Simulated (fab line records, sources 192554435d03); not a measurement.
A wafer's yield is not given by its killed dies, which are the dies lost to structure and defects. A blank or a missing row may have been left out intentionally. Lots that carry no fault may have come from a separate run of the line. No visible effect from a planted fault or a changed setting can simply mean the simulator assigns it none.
Split-lot experiment | flow n5_finfet | route with 1938 steps; 7 lots, 21 wafers read

== THE SPLIT ITSELF ==
At N5_BEOL_M2_ILD_DEP_00 (deposits SiOC from DEMS/O2, target thk 79 nm, time 15.3 s), the setting time_s was moved away from the recipe's 15.3 s on 5 of the 21 wafers read, by -13.6% to +5.8%. All remaining wafers had this setting at the recipe value.

There is no step in the file separating the split from the reading.

== THE READING ==
M2_ILD_THK (nm), taken at N5_BEOL_M2_THK_MEAS_01. Fault-free wafers of this fab line usually give 79.0 nm, standard deviation 0.92 nm.

wafer  | tool, chamber at the split | time_s as run, s | against the recipe | M2_ILD_THK, nm | against lot-mates on the recipe
L077.2 | pecvd-04, 2                | 15.3             | recipe             | 79.8           | -
L077.4 | pecvd-04, 1                | 15.3             | recipe             | 80.6           | -
L077.5 | pecvd-04, 0                | 15.3             | recipe             | 80.1           | -
L082.1 | pecvd-02, 2                | 15.3             | recipe             | 78.1           | -
L082.2 | pecvd-02, 0                | 14.68            | -4.1%              | 75.1           | -3.7
L082.4 | pecvd-02, 0                | 15.3             | recipe             | 79.5           | -
L083.2 | pecvd-02, 2                | 15.3             | recipe             | 79.0           | -
L083.4 | pecvd-02, 0                | 16.18            | +5.8%              | 83.9           | +4.5
L083.5 | pecvd-02, 2                | 15.3             | recipe             | 79.9           | -
L086.1 | pecvd-01, 0                | 15.3             | recipe             | 77.4           | -
L086.3 | pecvd-01, 2                | 15.3             | recipe             | 78.2           | -
L086.5 | pecvd-01, 1                | 15.3             | recipe             | 79.7           | -
L087.1 | pecvd-02, 2,0              | 15.3             | recipe             | 78.4           | -
L087.2 | pecvd-02, 2,0              | 15.3             | recipe             | 78.1           | -
L087.4 | pecvd-02, 2                | 13.22            | -13.6%             | 68.4           | -9.8
L090.2 | pecvd-01, 0                | 14.63            | -4.4%              | 75.6           | -4.1
L090.3 | pecvd-01, 0                | 15.3             | recipe             | 79.7           | -
L090.5 | pecvd-01, 2                | 14.63            | -4.4%              | 75.1           | -4.6
L092.1 | pecvd-02, 0                | 15.3             | recipe             | 78.5           | -
L092.2 | pecvd-02, 1                | 15.3             | recipe             | 78.1           | -
L092.4 | pecvd-02, 0                | 15.3             | recipe             | 78.7           | -
Rows listing several chambers each stand for several wafers; the file does not say which wafer went through which chamber.

FIT RESULTS
A straight line over all 21 wafers: M2_ILD_THK changes by +0.805 nm for each +1% of time_s; r = +0.96; the points scatter about the line by 0.84 nm.
The same after taking each lot's own level away (the mean of its wafers on the recipe; 21 wafers): +0.773 nm for each +1%; r = +0.98; scatter 0.62 nm.
On that fit, the largest move of time_s shifts the reading by 11 nm.
From 78.25 to 80.17 nm: that is the span of the lots' own levels, equal to 2.1 times the standard deviation above.
The two slopes agree, so the slope changes little with the lot-to-lot level.
Check: for one of the wafers moved furthest among these (-13.6%), held out of the fit, the line's prediction against its lot-mates is -12.2 nm. It came out at -9.85 nm against them.

== ADDITIONAL SPLITS CARRIED BY THESE WAFERS ==
Other splits were also applied to these wafers ahead of the reading. Each is held against what the fit with the lots' levels taken away leaves over:
other split on the same wafers   | wafers away from the commonest value | r with M2_ILD_THK (lot level and that fit taken away)
N5_BEOL_M0_SAQP_PECVD_04 time_s  | 4                                    | -0.30
N5_BEOL_M0_ETCH_138 source_w     | 5                                    | -0.11
N5_BEOL_M1_CMP_52 down_force_psi | 8                                    | -0.02

== THE WHOLE CHAIN: every reading that the file lists as answering this split, in the file's order ==
step                   | what it does                                              | reading                                                                            | change (the file's fit)               | r (the file's)
N5_BEOL_M2_ILD_DEP_00  | deposits SiOC from DEMS/O2, target thk 79 nm, time 15.3 s | SiOC_of_BEOL_M2_ILD_DEP_00.thk_nm (the simulator's own value, which no gauge read) | +0.762 nm for each +1% of the setting | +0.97
N5_BEOL_M2_THK_MEAS_01 |                                                           | M2_ILD_THK                                                                         | +0.759 for each +1% of the setting    | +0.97

== THE FILE'S OWN FIT ==
M2_ILD_THK changes by +0.759 nm for each +1% of time_s, r = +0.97.
